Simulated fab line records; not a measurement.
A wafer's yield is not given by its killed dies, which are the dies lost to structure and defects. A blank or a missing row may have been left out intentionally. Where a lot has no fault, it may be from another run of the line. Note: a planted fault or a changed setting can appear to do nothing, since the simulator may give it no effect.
Chamber matching || flow n5Finfet || aldHk-01 running N5_HKMG_FIN_ALD_74: 4 sister chambers
The step deposits La2O3, target thk 0.5 nm, pulse time 6 s, co reactant pulse time 1 s. 14 wafers are shown with their chamber, then 7 later ones without.

== WAFERS WITH THEIR CHAMBER ==
{"wafer": "L074.4", "chamber": 2, "heaterPowerW (W)": 353, "precursorPulseHeightRel": 1.021}
{"wafer": "L074.5", "chamber": 3, "heaterPowerW (W)": 336, "precursorPulseHeightRel": 1.008}
{"wafer": "L074.6", "chamber": 2, "heaterPowerW (W)": 352, "precursorPulseHeightRel": 1.037}
{"wafer": "L080.1", "chamber": 0, "heaterPowerW (W)": 361, "precursorPulseHeightRel": 0.993}
{"wafer": "L080.4", "chamber": 1, "heaterPowerW (W)": 357, "precursorPulseHeightRel": 0.999}
{"wafer": "L080.6", "chamber": 3, "heaterPowerW (W)": 330, "precursorPulseHeightRel": 0.989}
{"wafer": "L081.3", "chamber": 1, "heaterPowerW (W)": 359, "precursorPulseHeightRel": 0.997}
{"wafer": "L081.4", "chamber": 3, "heaterPowerW (W)": 324, "precursorPulseHeightRel": 0.987}
{"wafer": "L081.5", "chamber": 0, "heaterPowerW (W)": 355, "precursorPulseHeightRel": 1.034}
{"wafer": "L082.2", "chamber": 0, "heaterPowerW (W)": 361, "precursorPulseHeightRel": 1.029}
{"wafer": "L082.3", "chamber": 3, "heaterPowerW (W)": 331, "precursorPulseHeightRel": 0.996}
{"wafer": "L082.6", "chamber": 1, "heaterPowerW (W)": 352, "precursorPulseHeightRel": 0.996}
{"wafer": "L084.4", "chamber": 1, "heaterPowerW (W)": 357, "precursorPulseHeightRel": 0.990}
{"wafer": "L084.5", "chamber": 3, "heaterPowerW (W)": 331, "precursorPulseHeightRel": 1.027}

SIGNATURES, as means of the wafers listed above
{"reading": "heaterPowerW", "chamber 0": 359.00, "chamber 1": 356.25, "chamber 2": 352.50, "chamber 3": 330.40, "scatter within a chamber": 3.53}
{"reading": "precursorPulseHeightRel", "chamber 0": 1.01867, "chamber 1": 0.99550, "chamber 2": 1.02900, "chamber 3": 1.00140, "scatter within a chamber": 0.015}
Rule: a wafer lies at a distance from a chamber equal to the root of the sum of squares, over the readings, of (its reading less the chamber's mean, divided by the reading's scatter). If the next closest chamber is less than 2 further off than the closest, the wafer can't be placed; otherwise it belongs to the closest. The scatter is the square root of a quotient: the sum, over the shown wafers, of each reading's squared deviation from its chamber's mean, divided by wafers minus chambers.

== WAFERS WITHOUT THEIR CHAMBER ==
{"wafer": "L084.6", "heaterPowerW (W)": 362, "precursorPulseHeightRel": 1.014}
{"wafer": "L086.1", "heaterPowerW (W)": 364, "precursorPulseHeightRel": 0.981}
{"wafer": "L086.2", "heaterPowerW (W)": 357, "precursorPulseHeightRel": 0.997}
{"wafer": "L086.6", "heaterPowerW (W)": 363, "precursorPulseHeightRel": 1.004}
{"wafer": "L091.1", "heaterPowerW (W)": 360, "precursorPulseHeightRel": 0.985}
{"wafer": "L091.2", "heaterPowerW (W)": 353, "precursorPulseHeightRel": 1.014}
{"wafer": "L091.6", "heaterPowerW (W)": 343, "precursorPulseHeightRel": 1.011}

== WHICH CHAMBER EACH WENT THROUGH ==
{"wafer": "L084.6", "from the rows above": "can't be placed: 0 or 1 or 2", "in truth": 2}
{"wafer": "L086.1", "from the rows above": "can't be placed: 1 or 0", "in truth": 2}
{"wafer": "L086.2", "from the rows above": "can't be placed: 1 or 0", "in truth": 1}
{"wafer": "L086.6", "from the rows above": "can't be placed: 0 or 1 or 2", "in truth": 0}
{"wafer": "L091.1", "from the rows above": "can't be placed: 1 or 0", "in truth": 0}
{"wafer": "L091.2", "from the rows above": "can't be placed: 2 or 1 or 0", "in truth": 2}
{"wafer": "L091.6", "from the rows above": "can't be placed: 2 or 3 or 1 or 0", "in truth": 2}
Placed correctly: 0 of 7. Cannot be placed on the basis of these rows: 7; the candidates contain the true chamber in 6. Wrongly placed: 0.
